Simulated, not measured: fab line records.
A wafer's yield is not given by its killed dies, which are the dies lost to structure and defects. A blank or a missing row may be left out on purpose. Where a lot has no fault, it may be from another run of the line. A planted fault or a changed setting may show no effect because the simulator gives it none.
Which tool is to blame?    flow n5_finfet    route of 1938 steps, sampled at 1 step: 21 lots, 63 wafers

## WHAT THE GAUGES READ, wafer by wafer
N5_MOL_CONTACT_COAG_OVL_MEAS_41.
lot   measured      on          VD_OVL (nm)
L074  day 5 05:15   overlay-02  -1.4 -0.8 -1.0
L076  day 5 13:56   overlay-02  0.1 1.2 0.6
L075  day 5 16:26   overlay-02  -0.8 -0.7 -0.6
L077  day 6 02:10   overlay-02  0.3 0.6 -0.6
L078  day 6 17:59   overlay-01  0.0 -0.1 0.7
L079  day 6 20:04   overlay-02  -0.6 0.4 -0.6
L080  day 6 23:26   overlay-02  -0.3 0.2 0.0
L082  day 7 01:38   overlay-02  0.5 -0.6 0.4
L083  day 7 09:00   overlay-01  0.0 -1.2 -1.4
L084  day 7 17:07   overlay-02  -0.6 0.4 0.3
L085  day 7 19:26   overlay-02  0.2 -1.1 -0.6
L087  day 8 14:26   overlay-02  0.8 0.5 0.3
L088  day 8 19:02   overlay-01  0.6 0.5 -0.4
L090  day 9 04:45   overlay-02  -0.3 -0.1 0.4
L091  day 9 08:25   overlay-02  -0.5 -0.1 -0.1
L092  day 9 13:46   overlay-01  -0.1 -0.5 -0.2
L093  day 10 00:35  overlay-01  0.9 -0.2 0.6
L094  day 10 05:24  overlay-02  -0.4 -0.1 -0.3
L095  day 10 11:05  overlay-01  0.6 -0.3 -0.6
L096  day 10 21:45  overlay-02  0.9 1.2 0.4
L097  day 11 00:11  overlay-01  1.3 0.6 1.0

## WHICH TOOL RAN EACH LOT (tool, then ch and the chambers of the sampled wafers, then the start)
Record: no process step prior to these readings.

## WHAT THE TOOLS THEMSELVES READ (means of the sampled wafers that have a number; where no wafer has one, the mark that the record gives instead)
The record holds no such reading with a usual standard deviation.

## THE ANSWER, worked out from the rows above alone
Rule: the lots themselves supply what counts as usual. Put in order of their means at a reading, lots are off if they are a third of the lots or fewer, leave a main group of 4 or more, and stand apart from it by a gap of 3 or more times the standard deviation of the main group's means; of several such gaps the widest counts. Not used: any main group whose means are identical at the precision the tables above print for the reading. Also off: a lot with no number at a reading for which 4 or more lots have one. All remaining lots with rows at the step are treated as sound. Order of review: gauges by route order, followed by the tools' own readings, for which a lot's mean as printed above is used. At the first step where some lot is off, the reading lying furthest off is the one used; lots without a number count as furthest.
No lot is off at any reading shown: from this, nothing can be told.

## WHAT THE SIMULATOR PUT IN
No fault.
